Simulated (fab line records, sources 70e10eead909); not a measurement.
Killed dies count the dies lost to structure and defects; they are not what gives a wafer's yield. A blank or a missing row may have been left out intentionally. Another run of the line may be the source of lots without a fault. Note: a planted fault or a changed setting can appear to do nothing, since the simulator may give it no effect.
Matching of chambers -- flow nand_harc -- ald_hk-03 running NHARC_A_WL_FILL_ALD_00: 4 sister chambers
The step deposits Al2O3, target thk 3 nm, pulse time 3 s, ald cycles 30. 8 wafers are shown with their chamber, then 12 later ones without.

WAFERS WITH THEIR CHAMBER
wafer,chamber,heater_power_w (W),precursor_pulse_height_rel
L080.6,1,393,1.029
L081.4,1,392,0.988
L083.3,2,500,1.010
L086.5,3,454,0.983
L086.6,0,516,1.021
L088.1,3,461,0.981
L088.2,0,506,0.980
L088.3,2,509,0.988

WAFERS MISSING THEIR CHAMBER
wafer,heater_power_w (W),precursor_pulse_height_rel
L088.4,376,0.985
L088.5,525,0.998
L088.6,371,1.019
L091.1,452,0.934
L091.4,509,0.991
L091.6,509,1.003
L096.1,460,1.027
L096.4,513,0.962
L096.5,527,0.976
L097.1,517,0.979
L097.3,465,1.010
L097.5,505,1.004

CHAMBER TAKEN BY EACH
wafer,from the rows above,in truth
L088.4,1,1
L088.5,can't be placed: 0 or 2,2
L088.6,1,1
L091.1,3,3
L091.4,can't be placed: 0 or 2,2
L091.6,can't be placed: 0 or 2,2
L096.1,3,3
L096.4,can't be placed: 0 or 2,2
L096.5,can't be placed: 0 or 2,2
L097.1,can't be placed: 0 or 2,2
L097.3,3,3
L097.5,can't be placed: 2 or 0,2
Correct placement for 5 of the 12. Unplaceable from these rows: 7, with the true chamber sitting among the candidates in 7. Wrongly placed: 0.
How it was worked out, from the rows above alone: a wafer's distance from a chamber is the root of the sum, over the readings, of the square of ((its reading less the chamber's mean) divided by the reading's scatter). If the next closest chamber is less than 2 further off than the closest, the wafer can't be placed; otherwise it belongs to the closest. For every chamber, the mean is computed from those of its wafers that are shown. The scatter: the root of (the sum of the squares of (reading less its chamber's mean) over the shown wafers, divided by (wafers less chambers)).
